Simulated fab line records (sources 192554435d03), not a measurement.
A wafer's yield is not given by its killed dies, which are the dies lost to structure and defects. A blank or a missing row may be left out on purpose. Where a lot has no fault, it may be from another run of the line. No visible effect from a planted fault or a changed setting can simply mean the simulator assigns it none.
Problem report in the 8D (eight disciplines) form, filled by code || flow n5Finfet || the parts of the form that need people (team, actions taken, sign-off) are left out

## 1. PROBLEM STATEMENT
spinSpeedRpm at N5_BEOL_M11_COAT_22 reads a mean of 1707.9 rpm on 6 wafers of 2 lots; wafers without a fault read 1500.0 rpm with a standard deviation of 0.97. That is +99 or more standard deviations from the usual mean.
The step: resist thk 90 nm.
Seen first at day 14 08:35 on lithoTrack-01, wafer L808.1. The record holds 33 wafers of 11 lots with a number at this step. By rule, "out" or "out of limits" means more than 4 standard deviations away from the usual mean. All remaining wafers that have a number are taken as sound.

## 2. WHAT IT IS, AND WHAT IT ISN'T
{"question": "which readings at this step", "is": "spinSpeedRpm", "is not": "-"}
{"question": "which lots", "is": "L808, L812", "is not": "L794, L795, L797, L798, L803, L805, L810, L814, L817"}
{"question": "which wafers of those lots", "is": "all that have a number", "is not": "-"}
{"question": "read on which tools", "is": "lithoTrack-01", "is not": "lithoTrack-03, lithoTrack-05"}
{"question": "when", "is": "from day 14 08:35", "is not": "up to then (21 sound wafers); but 6 sound wafers of L814, L817 came after"}

## 3. WHAT RULES OUT EACH SUSPECT
Counting: a tool stays on the suspect list if, at a process step up to the reading, it processed all lots that are out and no sound lot following the first of them.
- rieDiel-04 at N5_BEOL_M11_ETCH_62 (etches SOC in N2/H2, target depth 110 nm, overetch 22 nm, time 165 s): ruled out as a lasting fault. Sound lots L814 ran on it after its first lot that is out, L808 (day 14 06:27).
- lithoTrack-01 at N5_BEOL_M11_COAT_22 (resist thk 90 nm): kept. Every lot that is out went through it, starting with L808 (day 14 08:35), and after that it ran no sound lot; the last sound lot it ran before then is L803 (day 12 07:11). Its own readings are out on those wafers: spinSpeedRpm.
After counting, what remains is lithoTrack-01 at N5_BEOL_M11_COAT_22.

## 4. THE CAUSE (what the simulator had put in)
Drift in process parameters on lithoTrack-01 at N5_BEOL_M11_COAT_22, starting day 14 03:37. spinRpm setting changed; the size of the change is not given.
Only this tool survived the counting.

## 5. THE EFFECT CHAIN, in route order
Rows list readings where the struck wafers' mean (over those with a number) sits beyond 3 standard deviations from the usual. Only readings for which the record gives a usual standard deviation are gone through. hours: the time from each lot's start at the first step in this table that gives one to its start at this step, as a median over the lots. sigmas: the change in usual standard deviations.
{"hours": 0, "step": "N5_BEOL_M11_COAT_22", "reading": "spinSpeedRpm", "usual": "1500.0 rpm", "on struck wafers": 1707.9, "change": "+207.9", "sigmas": "+99 or more"}
It contains these process steps:
- N5_BEOL_M11_COAT_22: resist thk 90 nm.

## 6. WHAT WOULD HAVE CAUGHT IT SOONER
The fault began at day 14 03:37; the first out-of-limits reading in this record came at day 14 08:35, 5 hours later.
